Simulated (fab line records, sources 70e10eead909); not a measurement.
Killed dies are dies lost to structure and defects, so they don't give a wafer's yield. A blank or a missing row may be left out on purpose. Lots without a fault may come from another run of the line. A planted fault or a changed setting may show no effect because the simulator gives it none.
Chamber matching | flow nand_harc | NHARC_A_CHANNEL_FILL_D1_CMP_10 on cmp-01: 4 sister chambers
The step polishes, target thk 150 nm. 27 wafers are shown with their chamber, then 12 later ones without.

WAFERS WITH THEIR CHAMBER
wafer  | chamber | motor_current_A (A) | time_to_endpoint_s (s)
L074.1 | 2       | 13.2                | 12.4
L074.4 | 1       | 11.9                | 15.2
L074.5 | 2       | 13.6                | 13.2
L075.2 | 3       | 10.9                | 15.7
L075.4 | 2       | 13.4                | 16.2
L075.6 | 0       | 15.1                | 16.5
L079.2 | 2       | 13.2                | 16.6
L079.3 | 0       | 14.0                | 18.1
L079.5 | 2       | 13.6                | 16.0
L079.1 | 3       | 10.7                | 16.6
L079.4 | 1       | 12.6                | 15.3
L079.6 | 3       | 10.7                | 15.2
L084.1 | 1       | 11.8                | 15.9
L084.4 | 3       | 11.3                | 13.5
L084.6 | 0       | 15.3                | 13.9
L085.1 | 3       | 11.4                | 15.2
L085.3 | 2       | 13.2                | 17.6
L085.6 | 0       | 14.6                | 14.7
L089.1 | 2       | 13.0                | 18.9
L089.4 | 0       | 15.0                | 16.1
L089.5 | 3       | 10.8                | 17.0
L090.1 | 1       | 11.6                | 14.0
L090.3 | 3       | 10.6                | 15.6
L090.6 | 3       | 11.4                | 12.7
L091.2 | 0       | 15.3                | 11.7
L091.4 | 2       | 13.4                | 14.3
L091.6 | 0       | 14.4                | 13.4

SIGNATURES (means of the wafers above)
reading            | chamber 0 | chamber 1 | chamber 2 | chamber 3 | scatter within a chamber
motor_current_A    | 14.814    | 11.975    | 13.325    | 10.975    | 0.37
time_to_endpoint_s | 14.914    | 15.100    | 15.650    | 15.188    | 1.85
Rule: a wafer's distance from a chamber is the root of the sum, over the readings, of the square of ((its reading less the chamber's mean) divided by the reading's scatter). The wafer belongs to the nearest chamber; if the next one is less than 2 further off, it can't be placed. The scatter: the root of (the sum of the squares of (reading less its chamber's mean) over the shown wafers, divided by (wafers less chambers)).

WAFERS WITHOUT THEIR CHAMBER
wafer  | motor_current_A (A) | time_to_endpoint_s (s)
L093.2 | 11.1                | 12.3
L093.3 | 12.3                | 12.8
L093.4 | 12.3                | 14.4
L094.1 | 13.8                | 14.4
L094.2 | 10.9                | 13.1
L094.3 | 11.4                | 14.8
L094.4 | 14.8                | 13.8
L094.5 | 10.4                | 11.8
L094.6 | 14.3                | 14.6
L095.2 | 12.2                | 12.3
L095.5 | 10.8                | 13.5
L095.6 | 13.6                | 11.4

WHICH CHAMBER EACH WENT THROUGH
wafer  | from the rows above     | in truth
L093.2 | can't be placed: 3 or 1 | 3
L093.3 | can't be placed: 1 or 2 | 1
L093.4 | can't be placed: 1 or 2 | 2
L094.1 | can't be placed: 2 or 0 | 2
L094.2 | can't be placed: 3 or 1 | 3
L094.3 | can't be placed: 3 or 1 | 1
L094.4 | 0                       | 0
L094.5 | 3                       | 3
L094.6 | can't be placed: 0 or 2 | 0
L095.2 | can't be placed: 1 or 2 | 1
L095.5 | 3                       | 3
L095.6 | can't be placed: 2 or 0 | 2
Placed correctly: 3 of 12. Can't be placed from these rows: 9 (the true chamber is among the candidates in 9). Placed wrongly: 0.
